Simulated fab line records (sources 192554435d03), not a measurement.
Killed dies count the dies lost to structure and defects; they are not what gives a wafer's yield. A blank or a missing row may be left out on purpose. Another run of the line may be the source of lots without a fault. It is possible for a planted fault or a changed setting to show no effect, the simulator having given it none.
fab line records	flow n5Finfet
record: lots: 15	wafers: 41	lastDay: 18
route steps=1938 shown ZERO_LAYER@15 WELL_APT@40
lots that met no fault: from a run of the same line without faults
startH: start of the lot's first displayed wafer, in hours after the record's first day	waitH: how many hours have passed since the lot's step before this one	" the same as in the row above	L1.1+2: a single row standing in for several wafers	- no value, or no start was given	* or withheld: withheld	< > ~ a bound
route shown NAME@n: a module of which the file shows steps, and the number in the route of the first	usual: mean and standard deviation over wafers with no fault	same: alike in all rows	chamber/n: place in a boat	sites: per-site readings	_std_site: their standard deviation	_edge_site: outer sites' mean less inner sites'	radiusMm: how far each site lies from the wafer's centre	mask NAME#n: copy n	behind: the most recent tool/chamber to have shaped the wafer	hold: why the lot went on hold/how many hours it stayed there/how the hold came to an end	device: which transistor (n, p or np) failed to switch	end of line: the route-end tests of the same wafers	a step given without rows: its recipe and nothing more	killed: dies lost to structure and defects at the first sort, not the wafer's yield	map: dies across one wafer; x = killed, . = not, _ = none there
set.NAME: the setting the step ran with; set.NAME@STEP: the setting that earlier step ran with	model.NAME: the simulator's own value behind a step, which no gauge read
route steps across a sampled set of lots; one table per step, one row per wafer
services: the hour from which a tool's chamber was out of use, counted from the record's first day as startH (under 0 if before that day), plus the number of hours and why
== steps ==
step: N5_ZERO_LAYER_ETCH_17
recipe: chemistry: CF4	target: SiO2	targetDepthA: 120	timeS: 13.3	ionEnergyEv: 350	pressureMtorr: 40	sourceW: 450	biasW: 215	Ar_flow_sccm: 100	cf4FlowSccm: 100
usual: drypumpMotorCurrentA: 5.9/0.35	mfcArSccm: 100.0/0.31	oesProductAu: 0.76/0.072	rfVppV: 947/5.2	showerheadPlenumPTorr: 2.12/0.081	throttleValvePct: 15.63/0.22
lot.wafer	tool	chamber	startH	waitH	drypumpMotorCurrentA	mfcArSccm	oesProductAu	rfHoursCounterH	rfVppV	showerheadPlenumPTorr	throttleValvePct
L105.1	rieDiel-03	2	12.73	0.0	6.6	99.7	0.72	199	948	2.13	15.55
L105.2	"	3	"	"	5.5	100.0	0.73	187	942	2.05	15.47
L105.3	"	0	"	"	5.8	100.0	0.71	243	952	2.20	16.16
L106.1	rieDiel-03	2	18.72	0.0	6.5	100.2	0.72	202	947	2.13	15.57
L106.4	"	1	"	"	5.6	100.1	0.79	140	944	2.07	15.84
L106.6	"	1	"	"	5.6	99.5	0.79	-	943	2.07	15.84
L107.3	rieDiel-04	3	24.87	0.0	5.7	99.8	0.84	70	939	2.01	15.30
L107.4	"	2	"	"	6.1	99.7	0.71	200	954	2.22	15.90
L107.5	"	0	"	"	5.4	99.7	0.80	-	945	2.07	15.42
L108.5	rieDiel-03	1	30.88	0.0	5.6	100.1	0.80	-	943	2.07	15.86
L108.6	"	2	"	"	6.5	100.3	0.72	-	946	2.13	15.57
L110.1	rieDiel-04	2	43.07	0.0	6.1	100.7	0.71	204	953	2.21	15.90
L110.2	"	3	"	"	5.6	99.6	0.84	75	940	2.01	15.30
L110.3	"	0	"	"	5.4	99.8	0.80	125	944	2.06	15.41
L111.2	rieDiel-04	3	48.71	0.0	5.7	100.1	0.83	76	940	2.01	15.28
L111.5	"	0	"	"	5.4	99.8	0.80	-	944	2.06	15.42
L112.2	rieDiel-04	2	55.01	0.0	6.1	99.7	0.71	208	952	2.21	15.91
L112.3	"	3	"	"	5.6	100.2	0.84	78	938	2.01	15.30
L112.5	"	0	"	"	5.4	100.2	0.80	-	943	2.06	15.43
L113.1	rieDiel-04	1	60.84	0.0	6.2	99.9	0.74	127	953	2.24	15.46
L113.4	"	3	"	"	5.7	100.2	0.82	79	940	2.01	15.29
L113.6	"	1	"	"	6.2	99.4	0.75	-	954	2.24	15.46
L114.1	rieDiel-04	2	66.74	0.0	6.0	99.3	0.70	211	953	2.21	15.93
L114.3	"	1	"	"	6.2	100.2	0.75	129	954	2.24	15.46
L114.4	"	1	"	"	6.2	99.8	0.74	-	954	2.24	15.47
L120.4	rieDiel-03	3	102.73	0.0	5.5	99.9	0.71	215	942	2.04	15.53
L120.5	"	3	"	"	5.5	100.0	0.70	-	940	2.04	15.53
L122.1	rieDiel-03	3	114.84	0.0	5.5	99.6	0.70	218	942	2.04	15.55
L122.5	"	3	"	"	5.5	100.1	0.70	-	941	2.04	15.56
L122.6	"	0	"	"	5.9	100.0	0.94	-	951	2.20	15.71
L123.3	rieDiel-04	2	120.72	0.0	6.1	100.2	0.70	229	952	2.21	15.96
L123.4	"	0	"	"	5.4	99.7	0.78	-	943	2.06	15.46
L124.2	rieDiel-04	2	126.84	0.0	6.0	99.9	0.69	232	951	2.20	15.96
L124.4	"	2	"	"	6.1	99.5	0.68	-	953	2.20	15.96
L124.6	"	0	"	"	5.5	100.0	0.77	-	943	2.06	15.47
L126.1	rieDiel-06	3	138.71	0.0	5.9	99.9	0.79	113	944	2.09	15.74
L126.4	"	1	"	"	6.2	99.9	0.93	14	946	2.10	15.62
L126.6	"	0	"	"	5.5	100.2	0.70	-	943	2.04	15.82
L127.1	rieDiel-04	3	144.95	0.0	5.6	100.1	0.81	103	939	2.00	15.34
L127.4	"	2	"	"	6.1	99.8	0.69	237	952	2.20	15.97
L127.6	"	1	"	"	6.2	99.8	0.71	-	952	2.23	15.51
step: N5_ZERO_LAYER_STRIP_24
recipe: chemistry: O2	powerW: 1000	tempC: 250	overashFraction: 0.3	pressureMtorr: 1000	o2FlowSccm: 6750
usual: drypumpMotorCurrentA: 5.6/0.31	heaterPowerW: 354/11	oesProductAu: 0.646/0.0041	stripTimeToEndpointS: 43.82/0.1
lot.wafer	tool	chamber	startH	waitH	drypumpMotorCurrentA	heaterPowerW	oesProductAu	rfHoursCounterH	stripTimeToEndpointS
L105.1	plasmaAsher-02	0	12.91	0.1	5.7	339	0.645	24	43.72
L105.2	"	1	"	"	6.1	350	0.642	24	43.79
L105.3	"	1	"	"	6.1	359	0.638	-	43.73
L106.1	plasmaAsher-02	0	18.90	0.1	5.7	343	0.648	26	43.95
L106.4	"	0	"	"	5.7	336	0.648	-	43.93
L106.6	"	0	"	"	5.7	334	0.650	-	43.96
L107.3	plasmaAsher-02	0	25.06	0.1	5.7	333	0.645	-	43.84
L107.4	"	1	"	"	6.1	360	0.644	-	43.95
L107.5	"	1	"	"	6.1	357	0.643	-	43.96
L108.5	plasmaAsher-02	0	31.07	0.1	5.7	340	0.645	-	44.04
L108.6	"	1	"	"	6.1	345	0.650	-	43.93
L110.1	plasmaAsher-01	0	43.24	0.1	5.3	360	0.644	71	43.88
L110.2	"	1	"	"	5.4	355	0.646	71	43.87
L110.3	"	0	"	"	5.3	367	0.649	-	43.80
L111.2	plasmaAsher-02	1	48.89	0.1	6.1	358	0.645	32	43.94
L111.5	"	1	"	"	6.1	367	0.640	-	43.98
L112.2	plasmaAsher-01	1	55.19	0.1	5.4	367	0.648	73	43.84
L112.3	"	1	"	"	5.4	361	0.647	-	43.80
L112.5	"	1	"	"	5.4	355	0.643	-	43.87
L113.1	plasmaAsher-01	1	61.02	0.1	5.5	362	0.647	74	43.67
L113.4	"	1	"	"	5.5	361	0.648	-	43.67
L113.6	"	1	"	"	5.5	359	0.651	-	43.67
L114.1	plasmaAsher-02	0	66.92	0.1	5.7	339	0.643	36	43.94
L114.3	"	1	"	"	6.1	363	0.649	-	43.86
L114.4	"	0	"	"	5.7	323	0.643	-	43.92
L120.4	plasmaAsher-02	1	102.93	0.1	6.1	354	0.644	-	43.84
L120.5	"	0	"	"	5.7	333	0.651	-	43.86
L122.1	plasmaAsher-01	0	115.02	0.1	5.3	358	0.642	84	43.69
L122.5	"	1	"	"	5.5	347	0.649	-	43.70
L122.6	"	0	"	"	5.3	362	0.648	-	43.64
L123.3	plasmaAsher-02	0	120.92	0.1	5.7	341	0.639	-	43.68
L123.4	"	1	"	"	6.1	351	0.645	-	43.65
L124.2	plasmaAsher-01	1	127.02	0.1	5.4	358	0.643	86	43.96
L124.4	"	1	"	"	5.4	353	0.646	-	43.96
L124.6	"	0	"	"	5.3	367	0.648	-	43.81
L126.1	plasmaAsher-02	1	138.89	0.1	6.1	359	0.647	51	43.88
L126.4	"	1	"	"	6.1	353	0.649	-	43.92
L126.6	"	1	"	"	6.2	350	0.646	-	44.00
L127.1	plasmaAsher-01	0	145.12	0.1	5.3	362	0.646	91	43.68
L127.4	"	0	"	"	5.3	366	0.646	-	43.69
L127.6	"	1	"	"	5.4	354	0.657	-	43.71
step: N5_WELL_APT_PEB_23
recipe: pebTempC: 130	pebTimeS: 90
usual: chillPlateTempC: 22.99/0.11	exhaustPa: 45.0/0.88	heaterPowerTotalW: 172.5/0.85
lot.wafer	tool	chamber	startH	waitH	chillPlateTempC	exhaustPa	heaterPowerTotalW
L105.1	lithoTrack-01	0	14.71	0.1	22.82	46.2	173.9
L105.2	"	0	"	"	22.89	46.2	172.6
L105.3	"	0	"	"	23.03	45.6	173.9
L106.1	lithoTrack-01	0	20.70	0.1	22.85	44.8	172.1
L106.4	"	0	"	"	22.95	44.6	173.8
L106.6	"	0	"	"	23.05	47.2	172.8
L107.3	lithoTrack-01	0	27.18	0.0	23.08	44.6	172.7
L107.4	"	0	"	"	23.00	44.3	171.6
L107.5	"	0	"	"	23.06	43.1	171.3
L108.5	lithoTrack-04	0	33.45	0.0	22.91	46.3	173.0
L108.6	"	0	"	"	22.62	46.0	172.3
L110.1	lithoTrack-02	0	45.10	0.1	22.94	44.2	172.9
L110.2	"	0	"	"	22.92	44.8	172.3
L110.3	"	0	"	"	22.95	46.0	172.7
L111.2	lithoTrack-04	0	50.73	0.0	22.91	46.3	171.3
L111.5	"	0	"	"	23.03	46.3	173.1
L112.2	lithoTrack-04	-	56.88	0.0	-	-	-
L112.3	"	-	"	"	-	-	-
L112.5	"	-	"	"	-	-	-
L113.1	lithoTrack-01	-	62.81	0.1	-	-	-
L113.4	"	-	"	"	-	-	-
L113.6	"	-	"	"	-	-	-
L114.1	lithoTrack-02	-	68.84	0.1	-	-	-
L114.3	"	-	"	"	-	-	-
L114.4	"	-	"	"	-	-	-
L120.4	lithoTrack-04	0	105.06	0.0	23.12	44.6	173.1
L120.5	"	0	"	"	22.95	43.5	172.0
L122.1	lithoTrack-01	0	117.53	0.1	23.05	43.3	172.7
L122.5	"	0	"	"	23.02	45.2	173.7
L122.6	"	0	"	"	23.01	45.1	173.0
L123.3	lithoTrack-01	0	122.69	0.0	23.30	44.8	173.5
L123.4	"	0	"	"	23.13	45.0	170.9
L124.2	lithoTrack-04	0	128.84	0.0	23.03	44.4	172.8
L124.4	"	0	"	"	22.94	43.7	170.9
L124.6	"	0	"	"	23.08	44.8	172.7
L126.1	lithoTrack-04	0	140.58	0.1	22.94	45.7	172.7
L126.4	"	0	"	"	23.02	44.8	172.8
L126.6	"	0	"	"	23.08	44.1	173.6
L127.1	lithoTrack-04	0	147.66	0.1	22.73	45.9	170.9
L127.4	"	0	"	"	22.98	44.8	172.8
L127.6	"	0	"	"	22.93	44.6	172.2
step: N5_WELL_APT_EPI_41
recipe: material: Si	targetThkA: 500	tempC: 650	precursor: SiH4/H2	pressureTorr: 20	timeS: 297.7
usual: susceptor_temp_C_max: 651.5/0.41	throttleValvePct: 11.2/0.42
lot.wafer	tool	chamber	startH	waitH	susceptor_temp_C_max	throttleValvePct
L105.1	epiRpcvd-03	0	16.10	0.0	651.5	11.6
L105.2	"	0	"	"	651.5	11.6
L105.3	"	0	"	"	651.4	11.6
L106.1	epiRpcvd-02	0	21.92	0.0	651.6	10.6
L106.4	"	0	"	"	651.6	10.7
L106.6	"	0	"	"	651.3	10.6
L107.3	epiRpcvd-04	0	28.58	0.2	651.3	11.4
L107.4	"	0	"	"	651.3	11.3
L107.5	"	0	"	"	651.4	11.4
L108.5	epiRpcvd-02	0	35.61	0.6	652.1	10.8
L108.6	"	0	"	"	652.0	10.9
L110.1	epiRpcvd-02	0	46.33	0.0	650.8	10.5
L110.2	"	0	"	"	651.7	10.6
L110.3	"	0	"	"	651.3	11.0
L111.2	epiRpcvd-03	0	52.63	0.2	650.8	11.6
L111.5	"	0	"	"	650.9	11.3
L112.2	epiRpcvd-02	0	58.20	0.1	652.6	10.7
L112.3	"	0	"	"	651.7	10.7
L112.5	"	0	"	"	651.9	10.6
L113.1	epiRpcvd-03	0	64.03	0.0	651.1	11.8
L113.4	"	0	"	"	651.0	11.4
L113.6	"	0	"	"	650.9	11.5
L114.1	epiRpcvd-04	0	70.32	0.0	651.7	11.6
L114.3	"	0	"	"	652.3	11.4
L114.4	"	0	"	"	652.1	11.4
L120.4	epiRpcvd-04	0	106.67	0.4	650.7	11.5
L120.5	"	0	"	"	651.0	11.3
L122.1	epiRpcvd-02	0	120.03	0.9	652.0	10.7
L122.5	"	0	"	"	651.6	10.7
L122.6	"	0	"	"	651.4	10.6
L123.3	epiRpcvd-02	0	124.28	0.2	652.0	10.7
L123.4	"	0	"	"	652.1	10.8
L124.2	epiRpcvd-04	0	130.18	0.1	651.5	11.2
L124.4	"	0	"	"	651.3	11.8
L124.6	"	0	"	"	651.6	11.5
L126.1	epiRpcvd-04	0	141.79	0.0	652.3	11.6
L126.4	"	0	"	"	651.4	11.6
L126.6	"	0	"	"	651.5	11.1
L127.1	epiRpcvd-03	0	148.90	0.0	651.4	11.3
L127.4	"	0	"	"	651.4	11.5
L127.6	"	0	"	"	651.4	11.8
== services ==
tool	chamber	startH	hours	kind
rieDiel-06	0	-5.39	7.4	repair
plasmaAsher-01	-	-4.26	2.8	pm
epiRpcvd-03	-	31.66	8.1	pm
epiRpcvd-04	-	34.14	0.9	repair
rieDiel-03	0	38.60	-	clean
rieDiel-03	0	38.60	-	consumableReplace:focusRing
rieDiel-03	0	38.60	29.6	scheduledDown
rieDiel-03	0	38.60	29.6	ventCycle
epiRpcvd-03	-	39.98	2.8	pm
epiRpcvd-03	-	55.33	7.2	repair
epiRpcvd-02	-	63.91	2.2	repair
rieDiel-04	0	66.29	10.2	repair
rieDiel-06	1	72.52	-	clean
rieDiel-06	1	72.52	-	consumableReplace:focusRing
rieDiel-06	1	72.52	16.0	scheduledDown
rieDiel-06	1	72.52	16.0	ventCycle
rieDiel-04	2	90.08	1.8	repair
rieDiel-03	3	92.22	7.2	repair
lithoTrack-02	-	103.13	-	consumableReplace:filter
epiRpcvd-04	-	114.18	8.1	pm
rieDiel-04	-	136.74	2.8	pm
lithoTrack-02	-	145.65	-	consumableReplace:filter
== key ==
firstSign: step: N5_WELL_APT_PEB_23	reading: toolRecord	direction: missing
effect none on later readings
metAt N5_WELL_APT_PEB_23
struckLots L112,L113,L114
laterRowsLeftOut L112.2,L112.3,L112.5,L113.1,L113.4,L113.6,L114.1,L114.3,L114.4
sortLeftOut L112.2,L112.3,L112.5,L113.1,L113.4,L113.6,L114.1,L114.3,L114.4
testerLeftOut L112,L113,L114
notActingAt N5_ZERO_LAYER_ETCH_17,N5_ZERO_LAYER_STRIP_24,N5_WELL_APT_EPI_41
onsetBetween 50.73 56.88
fault: kind: skippedStepWhole	tool: lithoTrack-01,lithoTrack-02,lithoTrack-04	chamber: -	onsetH: 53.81	steps: N5_WELL_APT_PEB_23	scope: struckLotsOnly
testerLeftOut: of these lots the tester's yield and bins aren't shown, on N5 and GAA mostly nor the transistor test; their killed dies are dies lost to structure and defects alone, not to doping, threshold or leakage, so they don't give the yield
sortLeftOut: the simulated sort isn't trusted on such a fault, so these wafers' sort isn't shown, and their yield isn't known
laterRowsLeftOut: the simulator's readings of these wafers behind a module that went badly wrong aren't trusted and aren't shown, but for the sort
